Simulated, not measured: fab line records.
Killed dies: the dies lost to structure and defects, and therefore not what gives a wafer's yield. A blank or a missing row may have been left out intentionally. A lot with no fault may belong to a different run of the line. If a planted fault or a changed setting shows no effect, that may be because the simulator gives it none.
Which tool was responsible?	flow n5-finfet	Sampling: 24 lots, 72 wafers, 6 of 1938 route steps

WHAT THE GAUGES READ, wafer by wafer
The record holds no reading of a measuring or inspecting step that can be judged against a usual standard deviation.

EACH LOT AND THE TOOL THAT RAN IT (in order: tool; ch and the chambers of the sampled wafers; start)
lot	N5_BEOL_M4_ETCHBACK_99	N5_BEOL_M4_VIA_ETCH_34	N5_BEOL_M4_ALD_84	N5_BEOL_M4_SPUTTER_81	N5_BEOL_M4_SPUTTER_86	N5_BEOL_M4_ANNEAL_95
L074	rie-diel-02 ch 0,1,2, day 7 18:59	rie-diel-02 ch 0,1,2, day 7 19:07	ald-metal-03 ch 0,1, day 7 19:41	pvd-sputter-02, day 7 22:04	pvd-sputter-02, day 7 22:17	pvd-sputter-02, day 7 23:15
L076	rie-diel-03 ch 0,3, day 7 22:03	rie-diel-03 ch 0,3, day 7 22:12	ald-metal-03 ch 1,3, day 7 23:16	pvd-sputter-03, day 8 00:17	pvd-sputter-03, day 8 00:31	pvd-sputter-03, day 8 01:28
L075	rie-diel-04 ch 0,2,3, day 8 16:30	rie-diel-04 ch 0,2,3, day 8 16:38	ald-metal-02 ch 0,3, day 8 17:20	pvd-sputter-03, day 8 19:55	pvd-sputter-03, day 8 20:08	pvd-sputter-03, day 8 21:05
L077	rie-diel-03 ch 0,1, day 8 19:11	rie-diel-03 ch 0,1, day 8 19:19	ald-metal-02 ch 0,3, day 8 20:04	pvd-sputter-01, day 8 20:58	pvd-sputter-01, day 8 21:11	pvd-sputter-01, day 8 22:08
L078	rie-diel-02 ch 0,1,2, day 8 19:12	rie-diel-02 ch 0,1,2, day 8 19:20	ald-metal-03 ch 1,2,3, day 8 20:06	pvd-sputter-02, day 8 21:00	pvd-sputter-02, day 8 21:13	pvd-sputter-02, day 8 22:11
L079	rie-diel-03 ch 0,1,3, day 8 21:49	rie-diel-03 ch 0,1,3, day 8 21:58	ald-metal-03 ch 1,2,3, day 8 22:52	pvd-sputter-03, day 8 23:42	pvd-sputter-03, day 8 23:55	pvd-sputter-03, day 9 00:53
L080	rie-diel-04 ch 0,1, day 9 17:07	rie-diel-04 ch 0,1, day 9 17:16	ald-metal-03 ch 0,1,3, day 9 17:52	pvd-sputter-02, day 9 19:01	pvd-sputter-02, day 9 19:14	pvd-sputter-02, day 9 20:11
L081	rie-diel-03 ch 0,1,2, day 9 17:13	rie-diel-03 ch 0,1,2, day 9 17:22	ald-metal-01 ch 0,1,2, day 9 17:56	pvd-sputter-03, day 9 20:33	pvd-sputter-03, day 9 20:46	pvd-sputter-03, day 9 21:47
L082	rie-diel-03 ch 1,2,3, day 9 20:00	rie-diel-03 ch 1,2,3, day 9 20:09	ald-metal-03 ch 0,1,2, day 9 21:04	pvd-sputter-02, day 9 22:15	pvd-sputter-02, day 9 22:28	pvd-sputter-02, day 9 23:26
L085	rie-diel-03 ch 0,3, day 10 00:43	rie-diel-03 ch 0,3, day 10 00:52	ald-metal-02 ch 1,2,3, day 10 01:46	pvd-sputter-01, day 10 02:40	pvd-sputter-01, day 10 02:53	pvd-sputter-01, day 10 03:50
L083	rie-diel-03 ch 1,2,3, day 10 01:12	rie-diel-03 ch 1,2,3, day 10 01:20	ald-metal-03 ch 2,3, day 10 01:55	pvd-sputter-02, day 10 03:14	pvd-sputter-02, day 10 03:27	pvd-sputter-02, day 10 04:25
L084	rie-diel-02 ch 0,2, day 10 19:59	rie-diel-02 ch 0,2, day 10 20:08	ald-metal-02 ch 0,1,2, day 10 21:15	pvd-sputter-01, day 10 22:08	pvd-sputter-01, day 10 22:22	pvd-sputter-01, day 10 23:19
L086	rie-diel-02 ch 0,1,2, day 11 16:42	rie-diel-02 ch 0,1,2, day 11 16:51	ald-metal-03 ch 0,1, day 11 17:43	pvd-sputter-03, day 11 20:00	pvd-sputter-03, day 11 20:13	pvd-sputter-03, day 11 21:11
L089	rie-diel-03 ch 2,3, day 11 16:53	rie-diel-03 ch 2,3, day 11 17:02	ald-metal-02 ch 1,2,3, day 11 18:26	pvd-sputter-02, day 11 20:28	pvd-sputter-02, day 11 20:41	pvd-sputter-02, day 11 21:39
L087	rie-diel-03 ch 0,3, day 11 22:22	rie-diel-03 ch 0,3, day 11 22:31	ald-metal-02 ch 0,1, day 11 23:04	pvd-sputter-01, day 12 00:00	pvd-sputter-01, day 12 00:13	pvd-sputter-01, day 12 01:11
L088	rie-diel-04 ch 1,2,3, day 11 22:35	rie-diel-04 ch 1,2,3, day 11 22:43	ald-metal-02 ch 2,3, day 11 23:29	pvd-sputter-02, day 12 01:20	pvd-sputter-02, day 12 01:34	pvd-sputter-02, day 12 02:31
L090	rie-diel-02 ch 1,3, day 12 02:14	rie-diel-02 ch 1,3, day 12 02:22	ald-metal-03 ch 0,1, day 12 03:22	pvd-sputter-03, day 12 04:16	pvd-sputter-03, day 12 04:29	pvd-sputter-03, day 12 05:27
L091	rie-diel-02 ch 0,2,3, day 12 02:36	rie-diel-02 ch 0,2,3, day 12 02:44	ald-metal-02 ch 0,1,2, day 12 03:28	pvd-sputter-02, day 12 05:46	pvd-sputter-02, day 12 05:59	pvd-sputter-02, day 12 06:56
L093	rie-diel-03 ch 1,2,3, day 12 18:20	rie-diel-03 ch 1,2,3, day 12 18:29	ald-metal-01 ch 1,2,3, day 12 19:29	pvd-sputter-03, day 12 22:13	pvd-sputter-03, day 12 22:26	pvd-sputter-03, day 12 23:24
L092	rie-diel-04 ch 2,3, day 12 22:36	rie-diel-04 ch 2,3, day 12 22:45	ald-metal-02 ch 2,3, day 12 23:51	pvd-sputter-01, day 13 00:56	pvd-sputter-01, day 13 01:09	pvd-sputter-01, day 13 02:07
L094	rie-diel-02 ch 1,2,3, day 12 22:58	rie-diel-02 ch 1,2,3, day 12 23:06	ald-metal-01 ch 0,3, day 13 00:01	pvd-sputter-03, day 13 01:06	pvd-sputter-03, day 13 01:19	pvd-sputter-03, day 13 02:17
L095	rie-diel-03 ch 0,1,3, day 13 01:58	rie-diel-03 ch 0,1,3, day 13 02:07	ald-metal-02 ch 0,1,3, day 13 02:46	pvd-sputter-03, day 13 03:40	pvd-sputter-03, day 13 03:53	pvd-sputter-03, day 13 04:51
L096	rie-diel-03 ch 0,1,2, day 14 07:35	rie-diel-03 ch 0,1,2, day 14 07:44	ald-metal-03 ch 0,1, day 14 08:40	pvd-sputter-02, day 14 09:36	pvd-sputter-02, day 14 09:49	pvd-sputter-02, day 14 10:47
L097	rie-diel-02 ch 1,2, day 14 09:43	rie-diel-02 ch 1,2, day 14 09:52	ald-metal-02 ch 0,1,2, day 14 10:41	pvd-sputter-02, day 14 13:17	pvd-sputter-02, day 14 13:30	pvd-sputter-02, day 14 14:28
- N5_BEOL_M4_ETCHBACK_99: etches SiO2 in CHF3, target depth 5 nm, time 10.4 s.
- N5_BEOL_M4_VIA_ETCH_34: etches the open film in C4F6/O2, target depth 69.4 nm, time 65.9 s.
- N5_BEOL_M4_ALD_84: deposits TaN, pulse time 2 s, purge time 3 s, co reactant purge time 2 s.
- N5_BEOL_M4_SPUTTER_81: material Cu, target thk 4.5 nm, time 8.29 s.
- N5_BEOL_M4_SPUTTER_86: material Cu, target thk 4.5 nm, time 8.29 s.
- N5_BEOL_M4_ANNEAL_95: time 240 s.

AS READ BY THE TOOLS THEMSELVES (means over the sampled wafers that have a number; for cases with no such wafer, the mark the record gives instead)
N5_BEOL_M4_ETCHBACK_99. Usual: drypump-motor-current-A 5.7 A, standard deviation 0.4; oes-product-au 0.84 a.u., standard deviation 0.08; rf-vpp-V 239 V, standard deviation 5.1; showerhead-plenum-p-Torr 2.12 Torr, standard deviation 0.064; throttle-valve-pct 17.05 %, standard deviation 0.17.
lot	tool	drypump-motor-current-A (A)	oes-product-au (a.u.)	rf-vpp-V (V)	showerhead-plenum-p-Torr (Torr)	throttle-valve-pct (%)	flag
L074	rie-diel-02	5.9	0.92	238	2.14	16.91	
L076	rie-diel-03	5.4	0.85	239	2.08	17.06	
L075	rie-diel-04	5.9	0.77	237	2.16	17.17	
L077	rie-diel-03	5.5	0.96	236	2.11	17.17	
L078	rie-diel-02	5.9	0.89	239	2.13	16.93	
L079	rie-diel-03	5.4	0.86	240	2.09	17.17	
L080	rie-diel-04	5.4	0.82	235	2.09	17.19	
L081	rie-diel-03	5.6	0.89	239	2.11	17.10	
L082	rie-diel-03	5.5	0.83	243	2.09	17.16	
L085	rie-diel-03	5.3	0.83	240	2.08	17.10	
L083	rie-diel-03	5.5	0.83	244	2.09	17.17	
L084	rie-diel-02	5.5	0.86	239	2.12	17.02	
L086	rie-diel-02	5.9	0.85	237	2.13	16.97	
L089	rie-diel-03	5.4	0.73	246	2.05	17.20	
L087	rie-diel-03	5.3	0.74	244	2.05	17.21	
L088	rie-diel-04	6.1	0.86	238	2.15	16.93	
L090	rie-diel-02	6.3	0.86	234	2.16	16.87	
L091	rie-diel-02	5.6	0.87	239	2.19	16.94	
L093	rie-diel-03	5.5	0.79	242	2.08	17.22	
L092	rie-diel-04	6.3	0.87	239	2.19	16.97	
L094	rie-diel-02	5.9	0.84	235	2.16	16.96	
L095	rie-diel-03	5.4	0.81	240	2.08	17.22	
L096	rie-diel-03	5.5	0.85	237	2.09	17.16	
L097	rie-diel-02	5.9	0.81	235	2.08	17.09	

N5_BEOL_M4_VIA_ETCH_34. Usual: drypump-motor-current-A 5.7 A, standard deviation 0.4; oes-product-au 0.84 a.u., standard deviation 0.081; rf-vpp-V 661 V, standard deviation 14; showerhead-plenum-p-Torr 2.80 Torr, standard deviation 0.081; throttle-valve-pct 30.79 %, standard deviation 0.18.
lot	tool	drypump-motor-current-A (A)	oes-product-au (a.u.)	rf-vpp-V (V)	showerhead-plenum-p-Torr (Torr)	throttle-valve-pct (%)	flag
L074	rie-diel-02	5.9	0.92	659	2.82	30.72	
L076	rie-diel-03	5.4	0.85	663	2.76	30.74	
L075	rie-diel-04	5.9	0.78	656	2.85	30.89	
L077	rie-diel-03	5.5	0.95	655	2.79	30.93	
L078	rie-diel-02	5.9	0.89	658	2.82	30.74	
L079	rie-diel-03	5.4	0.85	665	2.76	30.86	
L080	rie-diel-04	5.4	0.82	650	2.76	31.02	
L081	rie-diel-03	5.6	0.91	657	2.78	30.85	
L082	rie-diel-03	5.5	0.82	671	2.76	30.90	
L085	rie-diel-03	5.4	0.83	663	2.75	30.76	
L083	rie-diel-03	5.5	0.83	670	2.75	30.90	
L084	rie-diel-02	5.5	0.87	661	2.81	30.88	
L086	rie-diel-02	5.9	0.85	657	2.81	30.75	
L089	rie-diel-03	5.4	0.72	680	2.71	30.86	
L087	rie-diel-03	5.3	0.74	675	2.71	30.82	
L088	rie-diel-04	6.1	0.85	657	2.85	30.67	
L090	rie-diel-02	6.3	0.86	648	2.86	30.61	
L091	rie-diel-02	5.6	0.86	662	2.88	30.72	
L093	rie-diel-03	5.5	0.80	670	2.75	30.92	
L092	rie-diel-04	6.3	0.87	664	2.89	30.73	
L094	rie-diel-02	5.9	0.84	651	2.85	30.73	
L095	rie-diel-03	5.4	0.81	665	2.75	30.89	
L096	rie-diel-03	5.6	0.83	657	2.77	30.89	
L097	rie-diel-02	5.9	0.81	650	2.76	30.92	

N5_BEOL_M4_ALD_84. Usual: heater-power-w 436 W, standard deviation 45; mfc-carrier-sccm 1500 sccm, standard deviation 4.1.
lot	tool	heater-power-w (W)	mfc-carrier-sccm (sccm)	flag
L074	ald-metal-03	445	1503	
L076	ald-metal-03	459	1500	
L075	ald-metal-02	412	1503	
L077	ald-metal-02	410	1494	
L078	ald-metal-03	470	1498	
L079	ald-metal-03	461	1496	
L080	ald-metal-03	456	1499	
L081	ald-metal-01	454	1500	
L082	ald-metal-03	453	1503	
L085	ald-metal-02	409	1504	
L083	ald-metal-03	422	1497	
L084	ald-metal-02	421	1499	
L086	ald-metal-03	444	1500	
L089	ald-metal-02	419	1501	
L087	ald-metal-02	411	1502	
L088	ald-metal-02	422	1500	
L090	ald-metal-03	441	1501	
L091	ald-metal-02	417	1498	
L093	ald-metal-01	454	1503	
L092	ald-metal-02	439	1499	
L094	ald-metal-01	473	1501	
L095	ald-metal-02	403	1501	
L096	ald-metal-03	446	1500	
L097	ald-metal-02	418	1501	

N5_BEOL_M4_SPUTTER_81. Usual: chuck-gas-flow-sccm 1.26 sccm, standard deviation 0.045; throttle-valve-pct 30.0 %, standard deviation 0.86.
lot	tool	chuck-gas-flow-sccm (sccm)	throttle-valve-pct (%)	flag
L074	pvd-sputter-02	1.28	30.2	
L076	pvd-sputter-03	1.23	29.9	
L075	pvd-sputter-03	1.25	30.2	
L077	pvd-sputter-01	1.25	29.9	
L078	pvd-sputter-02	1.25	30.1	
L079	pvd-sputter-03	1.26	30.3	
L080	pvd-sputter-02	1.25	29.1	
L081	pvd-sputter-03	1.26	30.1	
L082	pvd-sputter-02	1.27	29.3	
L085	pvd-sputter-01	1.26	29.4	
L083	pvd-sputter-02	1.29	29.8	
L084	pvd-sputter-01	1.28	28.9	
L086	pvd-sputter-03	1.22	30.5	
L089	pvd-sputter-02	1.24	29.8	
L087	pvd-sputter-01	1.26	29.9	
L088	pvd-sputter-02	1.27	30.1	
L090	pvd-sputter-03	1.24	30.9	
L091	pvd-sputter-02	1.26	29.7	
L093	pvd-sputter-03	1.24	29.9	
L092	pvd-sputter-01	1.26	29.8	
L094	pvd-sputter-03	1.29	30.4	
L095	pvd-sputter-03	1.25	29.8	
L096	pvd-sputter-02	1.31	29.5	
L097	pvd-sputter-02	1.31	29.6	

N5_BEOL_M4_SPUTTER_86. Usual: chuck-gas-flow-sccm 1.26 sccm, standard deviation 0.053; throttle-valve-pct 30.0 %, standard deviation 0.88.
lot	tool	chuck-gas-flow-sccm (sccm)	throttle-valve-pct (%)	flag
L074	pvd-sputter-02	1.26	30.3	
L076	pvd-sputter-03	1.26	29.9	
L075	pvd-sputter-03	1.27	30.1	
L077	pvd-sputter-01	1.23	29.7	
L078	pvd-sputter-02	1.26	30.0	
L079	pvd-sputter-03	1.20	30.4	
L080	pvd-sputter-02	1.28	29.1	
L081	pvd-sputter-03	1.27	30.3	
L082	pvd-sputter-02	1.24	29.4	
L085	pvd-sputter-01	1.20	29.2	
L083	pvd-sputter-02	1.29	29.6	
L084	pvd-sputter-01	1.27	28.9	
L086	pvd-sputter-03	1.31	30.5	
L089	pvd-sputter-02	1.23	29.7	
L087	pvd-sputter-01	1.23	29.8	
L088	pvd-sputter-02	1.21	30.0	
L090	pvd-sputter-03	1.24	31.0	
L091	pvd-sputter-02	1.33	29.7	
L093	pvd-sputter-03	1.27	30.0	
L092	pvd-sputter-01	1.26	30.0	
L094	pvd-sputter-03	1.23	30.3	
L095	pvd-sputter-03	1.24	29.9	
L096	pvd-sputter-02	1.32	29.4	
L097	pvd-sputter-02	1.31	29.3	

N5_BEOL_M4_ANNEAL_95. Usual: heater-power-w 826 W, standard deviation 94.
lot	tool	heater-power-w (W)	flag
L074	pvd-sputter-02	777	
L076	pvd-sputter-03	748	
L075	pvd-sputter-03	751	
L077	pvd-sputter-01	994	
L078	pvd-sputter-02	819	
L079	pvd-sputter-03	811	
L080	pvd-sputter-02	858	
L081	pvd-sputter-03	755	
L082	pvd-sputter-02	843	
L085	pvd-sputter-01	852	
L083	pvd-sputter-02	816	
L084	pvd-sputter-01	982	
L086	pvd-sputter-03	803	
L089	pvd-sputter-02	824	
L087	pvd-sputter-01	985	
L088	pvd-sputter-02	802	
L090	pvd-sputter-03	800	
L091	pvd-sputter-02	824	
L093	pvd-sputter-03	755	
L092	pvd-sputter-01	870	
L094	pvd-sputter-03	801	
L095	pvd-sputter-03	736	
L096	pvd-sputter-02	838	
L097	pvd-sputter-02	838	

THE ANSWER, worked out from the rows above alone
Rule: lot off if the mean of its wafers having a number is beyond 3 standard deviations from the usual mean. Also off: a lot with no number at a reading for which 4 or more lots have one. Any other lot the step has rows for is counted as sound. The gauges are gone through in route order, then the tools' own readings, and for those a lot's mean is taken as printed above. At the first step where some lot is off, the reading lying furthest off is the one used; lots without a number count as furthest.
No lot is off on any of the readings shown, so nothing can be concluded from this.

WHAT THE SIMULATOR PUT IN
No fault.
